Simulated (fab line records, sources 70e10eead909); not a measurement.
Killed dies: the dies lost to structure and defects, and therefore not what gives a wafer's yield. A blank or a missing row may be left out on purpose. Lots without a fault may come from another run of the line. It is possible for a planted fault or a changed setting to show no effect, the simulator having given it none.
Chamber matching ; flow nand-harc ; NHARC_A_CONTACT_DEP_58 on pecvd-02 has 3 sister chambers
The step deposits SiON, target thk 60 nm. 3 wafers are shown with their chamber, then 10 later ones without.

## WAFERS WITH THEIR CHAMBER
wafer;chamber;heater-power-w (W)
L083.6;0;767
L088.2;2;811
L088.3;1;881

## WAFERS WHOSE CHAMBER IS MISSING
wafer;heater-power-w (W)
L088.6;814
L090.4;869
L090.5;715
L090.6;842
L092.4;768
L092.5;768
L092.6;854
L094.4;721
L094.5;841
L094.6;829

## CHAMBER TAKEN BY EACH
wafer;from the rows above;in truth
L088.6;can't be placed: 2 or 0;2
L090.4;can't be placed: 1 or 2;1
L090.5;can't be placed: 0 or 2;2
L090.6;can't be placed: 2 or 1 or 0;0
L092.4;can't be placed: 0 or 2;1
L092.5;can't be placed: 0 or 2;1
L092.6;can't be placed: 1 or 2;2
L094.4;can't be placed: 0 or 2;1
L094.5;can't be placed: 2 or 1 or 0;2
L094.6;can't be placed: 2 or 1 or 0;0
Correctly placed: 0 of 10. From these rows, 10 cannot be placed; in 7 the true chamber is one of the candidates. Placed wrongly: 0.
How it was worked out, from the rows above alone: a wafer's distance from a chamber is the root of the sum, over the readings, of the square of ((its reading less the chamber's mean) divided by the reading's scatter). If the next closest chamber is less than 2 further off than the closest, the wafer can't be placed; otherwise it belongs to the closest. For every chamber, the mean is computed from those of its wafers that are shown. The scatter: with one shown wafer a chamber, the root of the mean of the squares of how far each hidden wafer lies from its nearest shown one.
